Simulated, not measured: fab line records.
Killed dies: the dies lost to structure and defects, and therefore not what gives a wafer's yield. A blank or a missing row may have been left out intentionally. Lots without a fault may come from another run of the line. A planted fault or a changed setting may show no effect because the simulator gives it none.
fab line records || flow n5-finfet
[record] {"lots": 7, "wafers": 39}
route steps=1938 shown PASSIVATION@1903
start-h: hours from the record's first day to the start of the lot's first wafer shown || wait-h: how many hours have passed since the lot's step before this one || " same as the row above || L1.1+2: a row that stands for several wafers || - no value, or no start was given || * or withheld: withheld || < > ~ a bound
route shown NAME@n: NAME is a module with steps in the file, n the number in the route of the first one || usual: mean/standard deviation taken from wafers without a fault || same: alike in all rows || chamber/n: place in a boat || sites: per-site readings || _std_site: their standard deviation || _edge_site: inner sites' mean taken away from outer sites' mean || radius-mm: how far each site lies from the wafer's centre || mask NAME#n: copy n || behind: the last tool/chamber to shape the wafer || hold: why the lot was held/for how many hours/how that ended || device: which transistor (n, p or np) failed to switch || end of line: tests run on the same wafers once the route is complete || where a step has no rows: the recipe by itself || killed: not the wafer's yield, but the dies lost to structure and defects at the first sort || map: dies across one wafer; x = killed, . = not, _ = none there
set.NAME: the setting that was run; set.NAME@STEP: the one run at that earlier step || model.NAME: the simulator's own value behind a step, which no gauge read
lots whose settings were changed on purpose; a table a step, a row a wafer
[[steps]]
[step N5_PASSIVATION_DEVELOP_29]
[recipe] {"develop-time-s": 60, "rinse-liquid": "diw", "dry": "air-spin", "dev-temp-c": 21}
{"lot.wafer": "L076.1+2+3+4+5+6", "tool": "litho-track-03", "chamber": 0, "start-h": "-", "wait-h": "-", "set.develop-time-s": 60}
{"lot.wafer": "L074.2+3+5", "tool": "litho-track-02", "chamber": 0, "start-h": "-", "wait-h": "-", "set.develop-time-s": 60}
{"lot.wafer": "L077.1+2+3", "tool": "litho-track-03", "chamber": 0, "start-h": "-", "wait-h": "-", "set.develop-time-s": 80.09}
{"lot.wafer": "L077.4+5+6", "tool": "litho-track-03", "chamber": 0, "start-h": "-", "wait-h": "-", "set.develop-time-s": 60}
{"lot.wafer": "L078.1+5+6", "tool": "litho-track-02", "chamber": 0, "start-h": "-", "wait-h": "-", "set.develop-time-s": 60}
{"lot.wafer": "L078.2+3+4", "tool": "litho-track-02", "chamber": 0, "start-h": "-", "wait-h": "-", "set.develop-time-s": 44.89}
{"lot.wafer": "L081.1+4+6", "tool": "litho-track-02", "chamber": 0, "start-h": "-", "wait-h": "-", "set.develop-time-s": 31.19}
{"lot.wafer": "L081.2+3+5", "tool": "litho-track-02", "chamber": 0, "start-h": "-", "wait-h": "-", "set.develop-time-s": 60}
{"lot.wafer": "L092.1+2+3", "tool": "litho-track-04", "chamber": 0, "start-h": "-", "wait-h": "-", "set.develop-time-s": 60}
{"lot.wafer": "L092.4+5+6", "tool": "litho-track-04", "chamber": 0, "start-h": "-", "wait-h": "-", "set.develop-time-s": 33.41}
{"lot.wafer": "L095.1+2+3+4+5+6", "tool": "litho-track-04", "chamber": 0, "start-h": "-", "wait-h": "-", "set.develop-time-s": 60}
[step N5_PASSIVATION_HARDBAKE_31]
[recipe] {"temp-c": 130, "time-s": 120}
[step N5_PASSIVATION_CD_MEAS_30]
[recipe] {"target-cd-nm": 4000, "landing-energy-ev": 500, "detector": "se-inlens", "polarity": "opening"}
[usual] {"cd-nm": "3999.5/2.2"}
{"lot.wafer": "L076.1", "tool": "cd-sem-02", "chamber": 0, "start-h": 272.38, "wait-h": "-", "set.develop-time-s@PASSIVATION_DEVELOP_29": 60, "cd-nm": 3999.1}
{"lot.wafer": "L076.2", "tool": "cd-sem-02", "chamber": 0, "start-h": 272.38, "wait-h": "-", "set.develop-time-s@PASSIVATION_DEVELOP_29": 60, "cd-nm": 3999.3}
{"lot.wafer": "L076.3", "tool": "cd-sem-02", "chamber": 0, "start-h": 272.38, "wait-h": "-", "set.develop-time-s@PASSIVATION_DEVELOP_29": 60, "cd-nm": 3996.1}
{"lot.wafer": "L076.4", "tool": "cd-sem-02", "chamber": 0, "start-h": 272.38, "wait-h": "-", "set.develop-time-s@PASSIVATION_DEVELOP_29": 60, "cd-nm": 3999.4}
{"lot.wafer": "L076.5", "tool": "cd-sem-02", "chamber": 0, "start-h": 272.38, "wait-h": "-", "set.develop-time-s@PASSIVATION_DEVELOP_29": 60, "cd-nm": 3997.5}
{"lot.wafer": "L076.6", "tool": "cd-sem-02", "chamber": 0, "start-h": 272.38, "wait-h": "-", "set.develop-time-s@PASSIVATION_DEVELOP_29": 60, "cd-nm": 3996.4}
{"lot.wafer": "L074.2", "tool": "cd-sem-03", "chamber": 0, "start-h": 277.04, "wait-h": "-", "set.develop-time-s@PASSIVATION_DEVELOP_29": 60, "cd-nm": 4000.2}
{"lot.wafer": "L074.3", "tool": "cd-sem-03", "chamber": 0, "start-h": 277.04, "wait-h": "-", "set.develop-time-s@PASSIVATION_DEVELOP_29": 60, "cd-nm": 4005.2}
{"lot.wafer": "L074.5", "tool": "cd-sem-03", "chamber": 0, "start-h": 277.04, "wait-h": "-", "set.develop-time-s@PASSIVATION_DEVELOP_29": 60, "cd-nm": 4001.6}
{"lot.wafer": "L077.1", "tool": "cd-sem-02", "chamber": 0, "start-h": 293.75, "wait-h": "-", "set.develop-time-s@PASSIVATION_DEVELOP_29": 80.09, "cd-nm": 4003.8}
{"lot.wafer": "L077.2", "tool": "cd-sem-02", "chamber": 0, "start-h": 293.75, "wait-h": "-", "set.develop-time-s@PASSIVATION_DEVELOP_29": 80.09, "cd-nm": 4005.6}
{"lot.wafer": "L077.3", "tool": "cd-sem-02", "chamber": 0, "start-h": 293.75, "wait-h": "-", "set.develop-time-s@PASSIVATION_DEVELOP_29": 80.09, "cd-nm": 4004.1}
{"lot.wafer": "L077.4", "tool": "cd-sem-02", "chamber": 0, "start-h": 293.75, "wait-h": "-", "set.develop-time-s@PASSIVATION_DEVELOP_29": 60, "cd-nm": 3998.1}
{"lot.wafer": "L077.5", "tool": "cd-sem-02", "chamber": 0, "start-h": 293.75, "wait-h": "-", "set.develop-time-s@PASSIVATION_DEVELOP_29": 60, "cd-nm": 4000.8}
{"lot.wafer": "L077.6", "tool": "cd-sem-02", "chamber": 0, "start-h": 293.75, "wait-h": "-", "set.develop-time-s@PASSIVATION_DEVELOP_29": 60, "cd-nm": 4000.3}
{"lot.wafer": "L078.1", "tool": "cd-sem-02", "chamber": 0, "start-h": 294.23, "wait-h": "-", "set.develop-time-s@PASSIVATION_DEVELOP_29": 60, "cd-nm": 4003.1}
{"lot.wafer": "L078.2", "tool": "cd-sem-02", "chamber": 0, "start-h": 294.23, "wait-h": "-", "set.develop-time-s@PASSIVATION_DEVELOP_29": 44.89, "cd-nm": "-"}
{"lot.wafer": "L078.3", "tool": "cd-sem-02", "chamber": 0, "start-h": 294.23, "wait-h": "-", "set.develop-time-s@PASSIVATION_DEVELOP_29": 44.89, "cd-nm": "-"}
{"lot.wafer": "L078.4", "tool": "cd-sem-02", "chamber": 0, "start-h": 294.23, "wait-h": "-", "set.develop-time-s@PASSIVATION_DEVELOP_29": 44.89, "cd-nm": 3992.0}
{"lot.wafer": "L078.5", "tool": "cd-sem-02", "chamber": 0, "start-h": 294.23, "wait-h": "-", "set.develop-time-s@PASSIVATION_DEVELOP_29": 60, "cd-nm": 4003.2}
{"lot.wafer": "L078.6", "tool": "cd-sem-02", "chamber": 0, "start-h": 294.23, "wait-h": "-", "set.develop-time-s@PASSIVATION_DEVELOP_29": 60, "cd-nm": "-"}
{"lot.wafer": "L081.1", "tool": "cd-sem-02", "chamber": 0, "start-h": 315.75, "wait-h": "-", "set.develop-time-s@PASSIVATION_DEVELOP_29": 31.19, "cd-nm": 3985.5}
{"lot.wafer": "L081.2", "tool": "cd-sem-02", "chamber": 0, "start-h": 315.75, "wait-h": "-", "set.develop-time-s@PASSIVATION_DEVELOP_29": 60, "cd-nm": 4000.7}
{"lot.wafer": "L081.3", "tool": "cd-sem-02", "chamber": 0, "start-h": 315.75, "wait-h": "-", "set.develop-time-s@PASSIVATION_DEVELOP_29": 60, "cd-nm": 3999.0}
{"lot.wafer": "L081.4", "tool": "cd-sem-02", "chamber": 0, "start-h": 315.75, "wait-h": "-", "set.develop-time-s@PASSIVATION_DEVELOP_29": 31.19, "cd-nm": 3982.8}
{"lot.wafer": "L081.5", "tool": "cd-sem-02", "chamber": 0, "start-h": 315.75, "wait-h": "-", "set.develop-time-s@PASSIVATION_DEVELOP_29": 60, "cd-nm": 3996.4}
{"lot.wafer": "L081.6", "tool": "cd-sem-02", "chamber": 0, "start-h": 315.75, "wait-h": "-", "set.develop-time-s@PASSIVATION_DEVELOP_29": 31.19, "cd-nm": 3987.8}
{"lot.wafer": "L092.1", "tool": "cd-sem-02", "chamber": 0, "start-h": 392.17, "wait-h": "-", "set.develop-time-s@PASSIVATION_DEVELOP_29": 60, "cd-nm": 3998.3}
{"lot.wafer": "L092.2", "tool": "cd-sem-02", "chamber": 0, "start-h": 392.17, "wait-h": "-", "set.develop-time-s@PASSIVATION_DEVELOP_29": 60, "cd-nm": 3997.5}
{"lot.wafer": "L092.3", "tool": "cd-sem-02", "chamber": 0, "start-h": 392.17, "wait-h": "-", "set.develop-time-s@PASSIVATION_DEVELOP_29": 60, "cd-nm": 4000.3}
{"lot.wafer": "L092.4", "tool": "cd-sem-02", "chamber": 0, "start-h": 392.17, "wait-h": "-", "set.develop-time-s@PASSIVATION_DEVELOP_29": 33.41, "cd-nm": 3988.8}
{"lot.wafer": "L092.5", "tool": "cd-sem-02", "chamber": 0, "start-h": 392.17, "wait-h": "-", "set.develop-time-s@PASSIVATION_DEVELOP_29": 33.41, "cd-nm": 3984.5}
{"lot.wafer": "L092.6", "tool": "cd-sem-02", "chamber": 0, "start-h": 392.17, "wait-h": "-", "set.develop-time-s@PASSIVATION_DEVELOP_29": 33.41, "cd-nm": 3988.3}
{"lot.wafer": "L095.1", "tool": "cd-sem-02", "chamber": 0, "start-h": 392.42, "wait-h": "-", "set.develop-time-s@PASSIVATION_DEVELOP_29": 60, "cd-nm": 4002.8}
{"lot.wafer": "L095.2", "tool": "cd-sem-02", "chamber": 0, "start-h": 392.42, "wait-h": "-", "set.develop-time-s@PASSIVATION_DEVELOP_29": 60, "cd-nm": 3996.9}
{"lot.wafer": "L095.3", "tool": "cd-sem-02", "chamber": 0, "start-h": 392.42, "wait-h": "-", "set.develop-time-s@PASSIVATION_DEVELOP_29": 60, "cd-nm": 3997.3}
{"lot.wafer": "L095.4", "tool": "cd-sem-02", "chamber": 0, "start-h": 392.42, "wait-h": "-", "set.develop-time-s@PASSIVATION_DEVELOP_29": 60, "cd-nm": 3999.8}
{"lot.wafer": "L095.5", "tool": "cd-sem-02", "chamber": 0, "start-h": 392.42, "wait-h": "-", "set.develop-time-s@PASSIVATION_DEVELOP_29": 60, "cd-nm": 3997.7}
{"lot.wafer": "L095.6", "tool": "cd-sem-02", "chamber": 0, "start-h": 392.42, "wait-h": "-", "set.develop-time-s@PASSIVATION_DEVELOP_29": 60, "cd-nm": 4001.5}
[[key]]
[split] {"step": "N5_PASSIVATION_DEVELOP_29", "setting": "develop-time-s", "stated": 60, "by": "wafer"}
[response] {"step": "N5_PASSIVATION_CD_MEAS_30", "reading": "cd-nm", "change": "+0.253", "per": "1%", "r": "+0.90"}
